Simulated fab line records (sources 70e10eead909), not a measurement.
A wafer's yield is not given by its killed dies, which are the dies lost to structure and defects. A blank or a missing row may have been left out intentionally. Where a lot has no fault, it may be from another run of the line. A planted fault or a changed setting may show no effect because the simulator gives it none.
One fault through the eyes of 2 desks	flow nand harc	numbers are kept per desk, each desk with only its own; the story behind them comes last

## THE METROLOGY DESK
What the gauges read for every lot (on any tool): the sampled wafers with a number, averaged. If a lot's mean is further than 4 standard deviations from the usual mean, the lot is out of limits and carries the mark OUT (the distance appears in the brackets).
Columns: A = overlay x nm at NHARC_A_M1_OVL_MEAS_10, usual 0.4 nm; B = overlay y nm at NHARC_A_M1_OVL_MEAS_10, usual 0.0 nm
lot	first seen here	A	B
L371	day 23 07:58	0.3	-0.9
L374	day 23 15:43	-0.3	0.7
L372	day 23 17:11	1.3	0.4
L373	day 23 19:43	0.2	-0.9
L375	day 24 14:06	0.5	-0.2
L376	day 25 04:56	1.3	-1.3
L377	day 25 17:41	-0.0	-1.3
L379	day 26 22:26	-0.8	1.0
L389	day 30 20:42	0.5	0.5
L392	day 31 11:08	1.1	-1.0
L391	day 31 12:14	0.5	0.7
L394	day 32 22:00	0.6	-0.8
L393	day 33 01:02	1.9	1.3
Result from this desk: across the 13 lots, nothing is out of limits.

## DESK OF THE TOOL OWNER: litho track-01
At NHARC_A_M1_SOFTBAKE_04 (time 55 s), the tool's own readings, given per lot that ran on this tool as the mean of the sampled wafers with a number. If a lot's mean is further than 4 standard deviations from the usual mean, the lot is out of limits and carries the mark OUT (the distance appears in the brackets).
Columns: A = heater power total W at NHARC_A_M1_SOFTBAKE_04, usual 188.45 W
lot	first seen here	A
L371	day 23 07:00	188.42
L376	day 25 04:00	188.48
L379	day 26 22:00	190.28 (+12) OUT
L392	day 31 10:00	188.43
L391	day 31 11:00	188.32
L394	day 32 21:00	188.51
L393	day 33 00:00	188.47
This desk's finding: out of limits on L379; first on L379, day 26 22:00 (heater power total W at NHARC_A_M1_SOFTBAKE_04). Within limits: L371, L376, L392, L391, L394, L393.

## TAKEN TOGETHER
At day 26 22:00, on L379, the tool owner's desk was in a position to raise an alarm.
Metrology desk: nothing out of limits seen.
The metrology desk holds a record of L379, inside its limits.
NHARC_A_M1_SOFTBAKE_04 was run on litho track-01 by each of the lots named.

## WHAT THE SIMULATOR HAD PUT IN
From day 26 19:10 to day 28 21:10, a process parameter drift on litho track-01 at NHARC_A_M1_SOFTBAKE_04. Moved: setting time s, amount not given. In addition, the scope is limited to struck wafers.
Shown lots that were struck: L379.
Delay in hours, fault start to first out-of-limits reading, by desk: the tool owner's desk at 3.
